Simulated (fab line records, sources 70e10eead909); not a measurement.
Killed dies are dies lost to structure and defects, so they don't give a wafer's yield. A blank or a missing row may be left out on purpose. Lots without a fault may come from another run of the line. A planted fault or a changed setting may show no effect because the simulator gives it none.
Chamber matching | flow nand_harc | NHARC_P_M0_PRE_CLEAN_31 on pecvd-04: 3 sister chambers
The step time 12 s. 6 wafers are shown with their chamber, then 7 later ones without.

WAFERS WITH THEIR CHAMBER
wafer  | chamber | heater_power_w (W)
L079.5 | 0       | 478
L079.4 | 1       | 615
L082.4 | 1       | 656
L082.5 | 2       | 582
L086.2 | 0       | 534
L086.5 | 2       | 551

WAFERS WITHOUT THEIR CHAMBER
wafer  | heater_power_w (W)
L086.6 | 518
L092.2 | 623
L092.4 | 656
L092.6 | 549
L096.2 | 585
L096.4 | 633
L096.6 | 604

WHICH CHAMBER EACH WENT THROUGH
wafer  | from the rows above          | in truth
L086.6 | can't be placed: 0 or 2      | 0
L092.2 | can't be placed: 1 or 2      | 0
L092.4 | 1                            | 1
L092.6 | can't be placed: 2 or 0      | 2
L096.2 | can't be placed: 2 or 1 or 0 | 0
L096.4 | 1                            | 1
L096.6 | can't be placed: 1 or 2      | 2
Placed correctly: 2 of 7. Can't be placed from these rows: 5 (the true chamber is among the candidates in 4). Placed wrongly: 0.
How it was worked out, from the rows above alone: a wafer's distance from a chamber is the root of the sum, over the readings, of the square of ((its reading less the chamber's mean) divided by the reading's scatter). The wafer belongs to the nearest chamber; if the next one is less than 2 further off, it can't be placed. A chamber's mean is the mean of its shown wafers. The scatter: the root of (the sum of the squares of (reading less its chamber's mean) over the shown wafers, divided by (wafers less chambers)).
